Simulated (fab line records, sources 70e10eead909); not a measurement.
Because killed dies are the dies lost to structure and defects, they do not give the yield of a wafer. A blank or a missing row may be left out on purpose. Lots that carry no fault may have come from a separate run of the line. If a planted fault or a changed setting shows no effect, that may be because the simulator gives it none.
A lot that was struck, set against a sound lot | flow nandHarc | 15 out of 1159 route steps
Sound: wafers L592.2, L592.3, L592.6. Wafers struck: L593.2, L593.4, L593.6. The cause comes at the end.
Per side, at each step with rows, come the tool, then ch with its chambers, and then its first start. Under that, the readings that differ: sound wafers | struck wafers | difference of the means | sigmas: that difference in standard deviations of wafers without a fault.
alike: same words and numbers on both sides, and readings whose means sit less than 2 such deviations apart. not compared: any withheld reading, any reading some wafer has no value for, any bound like >300 that may hide the same value, and any number with overlapping values for which the record gives no deviation.
The two part at a step that has a row with sigmas, a row that says differs or no value, or rows on one side only. Numbers that don't overlap but have no deviation are shown without sigmas and don't part them. A reading that every wafer of one side lacks parts them only if that side has two wafers or more.

NHARC_P_GATE_INSPECT_28:
  sound on defectInspect-01 at day 7 08:09; struck on defectInspect-01 at day 8 01:40
  alike: rawDefectCount
NHARC_P_GATE_DESCUM_31: chemistry O2, time 3 s.
  sound on rieDiel-04 ch 1,2,3, day 7 08:22; struck on rieDiel-07 ch 0,1,3, day 8 01:46
  alike: drypumpMotorCurrentA, oesProductAu, rfVppV, showerheadPlenumPTorr, throttleValvePct
  not compared: rfHoursCounterH
NHARC_P_GATE_ETCH_104: etches the open film in CF4/CHF3, target depth 60 nm.
  sound on rieDiel-04 ch 1,2, day 7 08:43; struck on rieDiel-07 ch 0,1,2, day 8 01:53
  alike: biasW, drypumpMotorCurrentA, oesProductAu, rfVppV, showerheadPlenumPTorr, throttleValvePct
NHARC_P_GATE_HM_OPEN_105: chemistry O2/COS, target depth 360 nm.
  sound: rieDiel-04 ch 1,3; struck: rieDiel-07 ch 0,2,3
  alike: biasW, drypumpMotorCurrentA, oesProductAu, rfVppV, showerheadPlenumPTorr, throttleValvePct
  not compared: rfHoursCounterH
then, 3 steps without rows for these wafers: NHARC_P_GATE_STRIP_106 (strips in O2/COS); NHARC_P_GATE_ETCH_114 (etches the open film in CF4/O2, target depth 30 nm, overetch 3 nm, time 16.5 s); NHARC_P_GATE_ETCH_32 (etches the open film in HBr/Cl2, target depth 150 nm, time 100.1 s).
NHARC_P_GATE_STRIP_108: strips in O2.
  sound on rieDiel-07 ch 1,2, day 7 09:32; struck on rieDiel-07 ch 0,1, day 8 02:41
  alike: drypumpMotorCurrentA, oesProductAu, rfVppV, showerheadPlenumPTorr, throttleValvePct
  not compared: rfHoursCounterH
NHARC_P_GATE_CD_MEAS_33:
  sound on cdSem-03 at day 7 09:43; struck on cdSem-03 at day 8 02:52
  alike: cdNm
then, 3 steps without rows for these wafers: NHARC_P_GATE_STRIP_35 (strips in SPM, time 600 s); NHARC_P_GATE_PRECLEAN_73 (cleans in SC1); NHARC_P_GATE_SRD_74.
NHARC_P_GATE_ALD_36: deposits SiNx, target thk 20 nm, pulse time 60 s, ald cycles 223.
  sound on aldSin-04 ch 1,2, day 7 11:14; struck on aldSin-03 ch 0,2,3, day 8 05:26
reading   | sound       | struck      | difference | sigmas
aldCycles | 223 223 223 | 205 205 205 | -18        | 
  alike: heaterPowerW, precursorPulseHeightRel
NHARC_P_GATE_ETCHBACK_37: etches the open film in CHF3/O2, target depth 34.5 nm, time 17.2 s.
  sound: rieDiel-02 ch 0,1,2; struck: rieDiel-04 ch 1,2
reading             | sound          | struck         | difference | sigmas
oesProductAu (a.u.) | 0.99 1.01 1.01 | 0.93 0.93 0.93 | -0.07      | -2
  alike: biasW, drypumpMotorCurrentA, rfVppV, showerheadPlenumPTorr, throttleValvePct
  not compared: rfHoursCounterH
-- jump in the record: it breaks off in module P_GATE and resumes in module END (first step shown: number 1159 of the route), and 14 days separate the struck wafers' starts before and after --
NHARC_END_SORT_01:
  only the struck wafers appear in the record here, on prober-02 ch 0 at day 22 10:40; the sound ones have no rows

WHERE THEY PART
Earliest at NHARC_P_GATE_ETCHBACK_37; latest, in this record, at NHARC_END_SORT_01.

WHY: the cause the simulator had injected
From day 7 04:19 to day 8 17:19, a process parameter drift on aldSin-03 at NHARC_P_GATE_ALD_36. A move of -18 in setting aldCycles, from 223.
